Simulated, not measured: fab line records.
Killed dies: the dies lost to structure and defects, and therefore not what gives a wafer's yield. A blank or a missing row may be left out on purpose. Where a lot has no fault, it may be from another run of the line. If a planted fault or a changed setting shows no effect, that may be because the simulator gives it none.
Matching of chambers ; flow n5Finfet ; 4 sister chambers for N5_BEOL_M10_DESCUM_33 on rieDiel-02
The step chemistry O2, time 7.9 s. 20 wafers are shown with their chamber, then 10 later ones without.

## WAFERS WITH THEIR CHAMBER
wafer;chamber;throttleValvePct (%);showerheadPlenumPTorr (Torr);drypumpMotorCurrentA (A)
L079.2;3;20.35;2.097;6.0
L079.4;1;20.30;2.086;6.1
L079.6;3;20.36;2.097;6.0
L080.1;2;20.83;2.069;6.0
L080.4;1;20.31;2.086;6.1
L080.5;2;20.84;2.068;6.0
L078.4;1;20.32;2.085;6.1
L078.5;3;20.36;2.096;6.0
L078.6;2;20.84;2.068;6.0
L084.1;0;20.51;2.011;5.6
L084.3;1;20.34;2.081;6.1
L084.6;0;20.53;2.012;5.6
L086.3;0;20.52;2.011;5.7
L086.4;1;20.31;2.080;6.1
L086.5;1;20.35;2.080;6.1
L089.2;0;20.54;2.007;5.6
L089.3;2;20.86;2.060;5.9
L089.6;1;20.34;2.077;6.1
L092.3;2;20.87;2.059;5.9
L092.4;1;20.36;2.076;6.1

SIGNATURES, as means of the wafers listed above
reading;chamber 0;chamber 1;chamber 2;chamber 3;scatter within a chamber
throttleValvePct;20.5250;20.3287;20.8480;20.3567;0.0176
showerheadPlenumPTorr;2.01025;2.08137;2.06480;2.09667;0.00369
drypumpMotorCurrentA;5.625;6.100;5.960;6.000;0.0349
Rule: distance of a wafer from a chamber = root of the sum over the readings of ((wafer's reading minus chamber's mean) / reading's scatter) squared. If the next closest chamber is less than 2 further off than the closest, the wafer can't be placed; otherwise it belongs to the closest. The scatter: take each reading less its chamber's mean, square it, sum over the shown wafers, divide by the number of wafers less the number of chambers, and take the root.

## WAFERS WITH NO CHAMBER GIVEN
wafer;throttleValvePct (%);showerheadPlenumPTorr (Torr);drypumpMotorCurrentA (A)
L092.6;20.53;2.007;5.7
L093.1;20.89;2.058;6.0
L093.3;20.41;2.087;6.1
L093.4;20.54;2.006;5.6
L094.1;20.54;2.005;5.7
L094.5;20.89;2.057;5.9
L094.6;20.35;2.075;6.1
L096.1;20.57;2.004;5.6
L096.2;20.37;2.073;6.1
L096.3;20.88;2.056;6.0

## WHICH CHAMBER EACH ONE RAN IN
wafer;from the rows above;in truth
L092.6;0;0
L093.1;2;2
L093.3;can't be placed: 1 or 3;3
L093.4;0;0
L094.1;0;0
L094.5;2;2
L094.6;1;1
L096.1;0;0
L096.2;1;1
L096.3;2;2
Correct placement for 9 of the 10. Unplaceable from these rows: 1, with the true chamber sitting among the candidates in 1. 0 placed wrongly.
